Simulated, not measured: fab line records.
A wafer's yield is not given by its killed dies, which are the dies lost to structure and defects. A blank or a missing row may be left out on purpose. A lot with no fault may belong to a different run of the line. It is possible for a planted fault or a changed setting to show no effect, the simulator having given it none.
Matching of chambers ; flow nandHarc ; NHARC_A_CONTACT_DEP_85 on pecvd-04: 3 sister chambers
The step deposits SiON, target thk 50 nm. 6 wafers are shown with their chamber, then 7 later ones without.

WAFERS WITH THEIR CHAMBER
wafer;chamber;heaterPowerW (W)
L079.4;2;612
L079.6;0;681
L080.5;0;708
L080.6;2;556
L084.1;1;698
L084.4;1;699

WAFERS WITHOUT THEIR CHAMBER
wafer;heaterPowerW (W)
L084.6;524
L089.3;686
L089.4;588
L089.6;685
L087.1;684
L087.4;569
L087.6;683

CHAMBER TAKEN BY EACH
wafer;from the rows above;in truth
L084.6;2;2
L089.3;can't be placed: 0 or 1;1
L089.4;2;2
L089.6;can't be placed: 0 or 1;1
L087.1;can't be placed: 0 or 1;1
L087.4;2;2
L087.6;can't be placed: 0 or 1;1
3 of 7 placed correctly. Cannot be placed on the basis of these rows: 4; the candidates contain the true chamber in 4. Placed wrongly: 0.
How it was worked out, from the rows above alone: a wafer's distance from a chamber is the root of the sum, over the readings, of the square of ((its reading less the chamber's mean) divided by the reading's scatter). The wafer belongs to the nearest chamber; if the next one is less than 2 further off, it can't be placed. A chamber's mean is the mean of its shown wafers. The scatter: take each reading less its chamber's mean, square it, sum over the shown wafers, divide by the number of wafers less the number of chambers, and take the root.
